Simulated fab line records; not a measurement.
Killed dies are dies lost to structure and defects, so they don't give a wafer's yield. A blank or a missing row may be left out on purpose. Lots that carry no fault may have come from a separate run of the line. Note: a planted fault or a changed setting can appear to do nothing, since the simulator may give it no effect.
The tool behind it: which one?	flow nand-harc	14 lots with 42 wafers sampled at 5 steps, on a route of 1159 steps

WHAT THE GAUGES READ, wafer by wafer
NHARC_A_BONDPAD_CD_MEAS_09: the cd target is 500 nm. Usual: cd-nm 499.7 nm, standard deviation 1.9.
lot	measured	on	cd-nm (nm)	flag
L587	day 19 00:01	cd-sem-03	496.6 496.3 499.0	
L585	day 19 05:37	cd-sem-01	502.3 503.0 499.9	
L586	day 19 04:47	cd-sem-02	501.5 501.1 500.9	
L589	day 19 16:12	cd-sem-02	498.1 499.3 501.1	
L591	day 19 22:12	cd-sem-02	496.2 499.2 500.5	
L588	day 19 22:03	cd-sem-03	503.2 499.5 500.5	
L592	day 20 16:05	cd-sem-02	499.7 496.4 498.5	
L594	day 20 19:23	cd-sem-03	498.3 497.8 498.2	
L593	day 20 23:07	cd-sem-03	497.7 499.9 497.7	
L595	day 20 23:31	cd-sem-01	501.6 501.6 500.5	
L600	day 22 00:15	cd-sem-03	497.0 497.4 499.4	
L596	day 22 09:47	cd-sem-03	498.9 500.6 502.7	
L601	day 22 05:21	cd-sem-01	496.2 497.2 499.2	
L598	day 22 10:31	cd-sem-01	502.6 497.9 501.2	

NHARC_END_SORT_01. Usual: killed-at-array 28, standard deviation 10; killed-at-other 0.5, standard deviation 0.82; killed-at-periphery 3.4, standard deviation 2.2; killed-dies 31, standard deviation 10; killed-open 3.4, standard deviation 1.9; killed-short 1.9, standard deviation 1.3.
lot	measured	on	killed-at-array	killed-at-other	killed-at-periphery	killed-dies	killed-open	killed-short	flag
L600	day 23 11:35	prober-02	132 105 132	0 0 1	3 2 2	135 107 135	8 4 2	2 2 3	OFF
L596	day 24 03:14	prober-02	122 135 125	0 0 0	4 3 3	126 138 128	3 6 7	1 3 4	OFF
L598	day 24 01:24	prober-01	138 140 123	3 1 3	1 2 1	142 143 127	1 6 1	1 0 1	OFF

TOOL THAT RAN EACH LOT (tool first, then ch and the chambers of the sampled wafers, then the start)
lot	NHARC_A_WL_FILL_CVD_03	NHARC_A_BONDPAD_PVD_17	NHARC_THIN_TSV_DEGAS_49
L587	cvd-w-02 ch 0,1, day 15 15:43	pvd-sputter-02, day 19 20:26 or earlier	pvd-sputter-01, day 19 20:26
L585	cvd-w-01 ch 0,1, day 15 19:55	pvd-sputter-02, day 20 01:40 or earlier	pvd-sputter-02, day 20 01:40
L586	cvd-w-02 ch 0,1, day 15 20:02	pvd-sputter-01, day 19 19:25 or earlier	pvd-sputter-02, day 19 19:25
L589	cvd-w-02 ch 0,1, day 15 21:27	pvd-sputter-02, day 20 10:20 or earlier	pvd-sputter-02, day 20 10:20
L591	cvd-w-01 ch 0,1, day 15 22:17	pvd-sputter-03, day 20 18:23 or earlier	pvd-sputter-01, day 20 18:23
L588	cvd-w-02 ch 0,1, day 16 01:14	pvd-sputter-01, day 20 19:44 or earlier	pvd-sputter-01, day 20 19:44
L592	cvd-w-02 ch 0,1, day 17 22:19	pvd-sputter-01, day 21 08:40 or earlier	pvd-sputter-02, day 21 08:40
L594	cvd-w-01 ch 0,1, day 18 00:44	pvd-sputter-02, day 21 14:55 or earlier	pvd-sputter-03, day 21 14:55
L593	cvd-w-02 ch 0,1, day 18 02:47	pvd-sputter-02, day 21 16:28 or earlier	pvd-sputter-01, day 21 16:28
L595	cvd-w-01 ch 0,1, day 18 03:34	pvd-sputter-01, day 21 17:46 or earlier	pvd-sputter-01, day 21 17:46
L600	cvd-w-02 ch 0,1, day 18 10:43	pvd-sputter-02, day 22 23:46 or earlier	pvd-sputter-03, day 22 23:46
L596	cvd-w-02 ch 0,1, day 18 14:25	pvd-sputter-02, day 23 08:51 or earlier	pvd-sputter-02, day 23 08:51
L601	cvd-w-01 ch 0,1, day 18 16:01	pvd-sputter-02, day 23 01:36 or earlier	pvd-sputter-03, day 23 01:36
L598	cvd-w-02 ch 0, day 18 17:44	pvd-sputter-02, day 23 08:28 or earlier	pvd-sputter-03, day 23 08:28
- NHARC_A_WL_FILL_CVD_03: deposits W, target thk 40 nm, time 3302 s.
- NHARC_A_BONDPAD_PVD_17: deposits TaN, target thk 5 nm, time 8.06 s.
- NHARC_THIN_TSV_DEGAS_49: time 120 s.

AS READ BY THE TOOLS THEMSELVES (means over the sampled wafers that have a number; for cases with no such wafer, the mark the record gives instead)
NHARC_A_WL_FILL_CVD_03. Usual: heater-power-w 459 W, standard deviation 69; throttle-valve-pct 7.9 %, standard deviation 0.39.
lot	tool	heater-power-w (W)	throttle-valve-pct (%)	flag
L587	cvd-w-02	415	8.2	
L585	cvd-w-01	538	8.0	
L586	cvd-w-02	432	7.9	
L589	cvd-w-02	410	8.3	
L591	cvd-w-01	492	7.7	
L588	cvd-w-02	419	8.2	
L592	cvd-w-02	424	7.9	
L594	cvd-w-01	539	8.0	
L593	cvd-w-02	405	7.9	
L595	cvd-w-01	544	8.1	
L600	cvd-w-02	400	8.1	
L596	cvd-w-02	421	7.8	
L601	cvd-w-01	495	7.8	
L598	cvd-w-02	386	8.3	

NHARC_A_BONDPAD_PVD_17. Usual: substrate-temp-c 49.98 C, standard deviation 0.11; throttle-valve-pct 30.0 %, standard deviation 0.93.
lot	tool	substrate-temp-c (C)	throttle-valve-pct (%)	flag
L587	pvd-sputter-02	49.97	30.1	
L585	pvd-sputter-02	49.97	29.5	
L586	pvd-sputter-01	50.02	30.9	
L589	pvd-sputter-02	49.78	29.9	
L591	pvd-sputter-03	49.95	29.6	
L588	pvd-sputter-01	49.99	30.9	
L592	pvd-sputter-01	49.96	30.8	
L594	pvd-sputter-02	50.07	29.8	
L593	pvd-sputter-02	49.93	30.0	
L595	pvd-sputter-01	49.98	30.1	
L600	pvd-sputter-02	49.93	29.7	
L596	pvd-sputter-02	50.00	29.9	
L601	pvd-sputter-02	50.08	30.1	
L598	pvd-sputter-02	49.97	30.1	

NHARC_THIN_TSV_DEGAS_49. Usual: heater-power-w 448 W, standard deviation 50.
lot	tool	heater-power-w (W)	flag
L587	pvd-sputter-01	421	
L585	pvd-sputter-02	483	
L586	pvd-sputter-02	452	
L589	pvd-sputter-02	468	
L591	pvd-sputter-01	433	
L588	pvd-sputter-01	398	
L592	pvd-sputter-02	511	
L594	pvd-sputter-03	419	
L593	pvd-sputter-01	418	
L595	pvd-sputter-01	433	
L600	pvd-sputter-03	466	
L596	pvd-sputter-02	507	
L601	pvd-sputter-03	460	
L598	pvd-sputter-03	419	

THE ANSWER, worked out from the rows above alone
Rule: a lot is off if the mean of its wafers that have a number lies more than 3 standard deviations from the usual mean. A lot without any number at a reading at which 4 lots or more have one is off too. The other lots that the step has rows for count as sound. First the gauges in route order, then the tools' own readings, where a lot's mean is used as printed above. The first step at which some lot is off is used, and at that step the reading that is off furthest; a lot without a number counts as furthest.
Off at NHARC_END_SORT_01 (killed-dies): L600, L596, L598. Neither off nor sound, because the step has no rows for them: L587, L585, L586, L589, L591, L588, L592, L594, L593, L595, L601.
If a tool, at a process step before that reading, ran all the lots that are off and no sound lot after the first of them, it fits. The gauges at NHARC_END_SORT_01 are tried like those tools. With no start given for some of its lots, NHARC_A_BONDPAD_PVD_17 uses the hours and lot order of NHARC_THIN_TSV_DEGAS_49. Undecided on this evidence; 2 tools fit (cvd-w-02 at NHARC_A_WL_FILL_CVD_03, pvd-sputter-02 at NHARC_A_BONDPAD_PVD_17).

WHAT THE SIMULATOR HAD INSERTED
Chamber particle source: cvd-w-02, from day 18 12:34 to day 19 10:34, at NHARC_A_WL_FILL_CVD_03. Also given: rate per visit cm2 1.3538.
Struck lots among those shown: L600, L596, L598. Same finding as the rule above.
